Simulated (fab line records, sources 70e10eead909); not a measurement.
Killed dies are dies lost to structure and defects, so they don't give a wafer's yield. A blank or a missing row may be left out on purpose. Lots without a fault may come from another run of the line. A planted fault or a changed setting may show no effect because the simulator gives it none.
Which tool did it? | flow nand_harc | 6 lots, 18 wafers sampled, at 4 steps of a route of 1159

WHAT THE GAUGES READ, wafer by wafer
NHARC_P_GATE_CD_MEAS_46: target cd 720 nm.
lot  | measured     | on        | cd_nm (nm)
L528 | day 5 19:43  | cd_sem-02 | 719.5 717.5 719.7
L530 | day 6 02:55  | cd_sem-02 | 720.9 718.0 720.4
L534 | day 7 11:25  | cd_sem-03 | - - -
L540 | day 8 14:38  | cd_sem-01 | 717.9 719.3 718.5
L545 | day 9 17:55  | cd_sem-02 | 721.9 720.2 722.4
L548 | day 10 16:48 | cd_sem-03 | 720.3 719.4 723.2

WHICH TOOL RAN EACH LOT (tool, then ch and the chambers of the sampled wafers, then the start)
lot  | NHARC_P_ZERO_WELL_DESCUM_39     | NHARC_P_ZERO_WELL_RTA_42        | NHARC_P_GATE_EXPOSE_43
L528 | rie_diel-13 ch 1,2, day 2 04:09 | rtp_anneal-01 ch 0, day 2 06:55 | krf_scanner-04 ch 0, day 5 19:33
L530 | rie_diel-07 ch 1,3, day 2 16:23 | rtp_anneal-01 ch 0, day 2 19:06 | krf_scanner-04 ch 0, day 6 02:45
L534 | rie_diel-10 ch 0,1, day 3 16:25 | rtp_anneal-02 ch 0, day 3 18:55 | krf_scanner-02 ch 0, day 7 11:16
L540 | rie_diel-07 ch 2,3, day 5 04:26 | rtp_anneal-02 ch 0, day 5 07:17 | krf_scanner-03 ch 0, day 8 14:29
L545 | rie_diel-13 ch 0,3, day 6 10:25 | rtp_anneal-02 ch 0, day 6 13:03 | krf_scanner-02 ch 0, day 9 17:46
L548 | rie_diel-10 ch 0,3, day 7 04:28 | rtp_anneal-01 ch 0, day 7 07:05 | krf_scanner-04 ch 0, day 10 16:39
- NHARC_P_ZERO_WELL_DESCUM_39: chemistry O2, time 3 s.
- NHARC_P_ZERO_WELL_RTA_42: time 300 s.
- NHARC_P_GATE_EXPOSE_43: exposes mask P NSD, target cd 720 nm.

THE ANSWER, worked out from the rows above alone
Rule: what is usual is taken from the lots themselves. Put in order of their means at a reading, lots are off if they are a third of the lots or fewer, leave a main group of 4 or more, and stand apart from it by a gap of 3 or more times the standard deviation of the main group's means; of several such gaps the widest counts. A main group whose means are all the same, to the digits that the tables above print for the reading, isn't used. A lot without any number at a reading at which 4 lots or more have one is off too. The other lots that the step has rows for count as sound.
Off: L534, at NHARC_P_GATE_CD_MEAS_46 (cd_nm). Without a number there: L534. The main group: mean 719.9 nm, standard deviation 1.1.
A tool fits if, at a process step before that reading, it ran every lot that is off, and no sound lot after the first of them. The gauges at NHARC_P_GATE_CD_MEAS_46 are tried like those tools. None of those tried fits.

WHAT THE SIMULATOR HAD PUT IN
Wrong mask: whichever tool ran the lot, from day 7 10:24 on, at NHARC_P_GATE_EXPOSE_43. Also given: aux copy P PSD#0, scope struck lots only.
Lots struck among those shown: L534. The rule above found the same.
